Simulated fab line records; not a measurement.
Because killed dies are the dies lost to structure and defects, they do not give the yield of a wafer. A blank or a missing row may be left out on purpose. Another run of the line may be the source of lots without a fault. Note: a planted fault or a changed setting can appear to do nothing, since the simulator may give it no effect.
Split-lot experiment -- flow n5-finfet -- 21 wafers read from 7 lots, route of 1938 steps

ABOUT THE SPLIT
At N5_BEOL_M6_DESCUM_33 (chemistry O2, time 7 s), the setting time-s was moved away from the recipe's 7 s on 7 of the 21 wafers read, by -18.9% to +18.4%. This setting was run at the recipe's value on the other wafers.

The split's own step is where the reading is taken.

THE READING
CAR-EUV_of_BEOL_M6_COAT_22.thk-nm (the simulator's own value, which no gauge read), in nm, at N5_BEOL_M6_DESCUM_33 (chemistry O2, time 7 s). There is no usual value for it anywhere in the file. Across the 14 wafers here that went through the recipe, the average is 26.1 nm and the standard deviation 0.09 nm.

wafer,"tool, chamber at the split","time-s as run, s",against the recipe,"CAR-EUV_of_BEOL_M6_COAT_22.thk-nm, nm",against lot-mates on the recipe
L079.1,"rie-diel-05, 3,0",7,recipe,26.2,-
L079.2,"rie-diel-05, 3,0",7,recipe,26.2,-
L079.5,"rie-diel-05, 1",8.287,+18.4%,25.6,-0.6
L081.2,"rie-diel-04, 3,2",7,recipe,26.2,-
L081.3,"rie-diel-04, 3,2",7,recipe,26.2,-
L081.6,"rie-diel-04, 2",7,recipe,26,-
L083.4,"rie-diel-01, 3,2,3",7,recipe,26,-
L083.5,"rie-diel-01, 3,2,3",7,recipe,26,-
L083.6,"rie-diel-01, 3,2,3",7,recipe,26,-
L089.1,"rie-diel-04, 0,3",7,recipe,26,-
L089.4,"rie-diel-04, 0,3",7,recipe,26,-
L089.6,"rie-diel-04, 0",7.759,+10.8%,25.6,-0.4
L091.1,"rie-diel-01, 2,0",8.272,+18.2%,25.4,no lot-mate on the recipe
L091.3,"rie-diel-01, 2,0",8.272,+18.2%,25.4,no lot-mate on the recipe
L091.4,"rie-diel-01, 2",8.272,+18.2%,25.2,no lot-mate on the recipe
L094.1,"rie-diel-05, 3,2,0",7,recipe,26,-
L094.4,"rie-diel-05, 3,2,0",7,recipe,26,-
L094.6,"rie-diel-05, 3,2,0",7,recipe,26,-
L095.1,"rie-diel-04, 3",7,recipe,26,-
L095.3,"rie-diel-04, 2,1",5.68,-18.9%,26.6,+0.6
L095.6,"rie-diel-04, 2,1",5.68,-18.9%,26.6,+0.6
When a row names more than one chamber, that row covers several wafers, and the file does not tell which wafer ran in which chamber.

THE FIT
A straight line over all 21 wafers: CAR-EUV_of_BEOL_M6_COAT_22.thk-nm changes by -0.0335 nm for each +1% of time-s; r = -0.96; the points scatter about the line by 0.11 nm.
The same after taking each lot's own level away (the mean of its wafers on the recipe; 18 wafers): -0.0326 nm for each +1%; r = -0.99; scatter 0.043 nm.
Per that fit: largest time-s move, reading shift of 0.61 nm.
Across the lots, their own levels run from 26.00 to 26.20 nm, a range of 2.2 times the standard deviation given above.
Hence the lot-to-lot level has little effect on the slope; both slopes agree.
Check: +0.616 nm against its lot-mates is what the line predicts for one of the wafers moved furthest among these (-18.9%) when that wafer is left out of the fit. Against them it came out at +0.6 nm.

ADDITIONAL SPLITS CARRIED BY THESE WAFERS
Other splits were also applied to these wafers ahead of the reading. Each is held against what the fit with the lots' levels taken away leaves over:
other split on the same wafers,wafers away from the commonest value,r with CAR-EUV_of_BEOL_M6_COAT_22.thk-nm (lot level and that fit taken away)
N5_BEOL_M4_EXPOSE_08 dose-mj,7,-0.02
N5_BEOL_M4_ETCH_64 bias-w,8,+0.10
N5_BEOL_M5_COAT_05 spin-rpm,8,+0.01
N5_BEOL_M5_ETCH_72 bias-w,4,+0.07

FILE'S OWN FIT
CAR-EUV_of_BEOL_M6_COAT_22.thk-nm changes by -0.0329 nm for each +1% of time-s, r = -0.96.
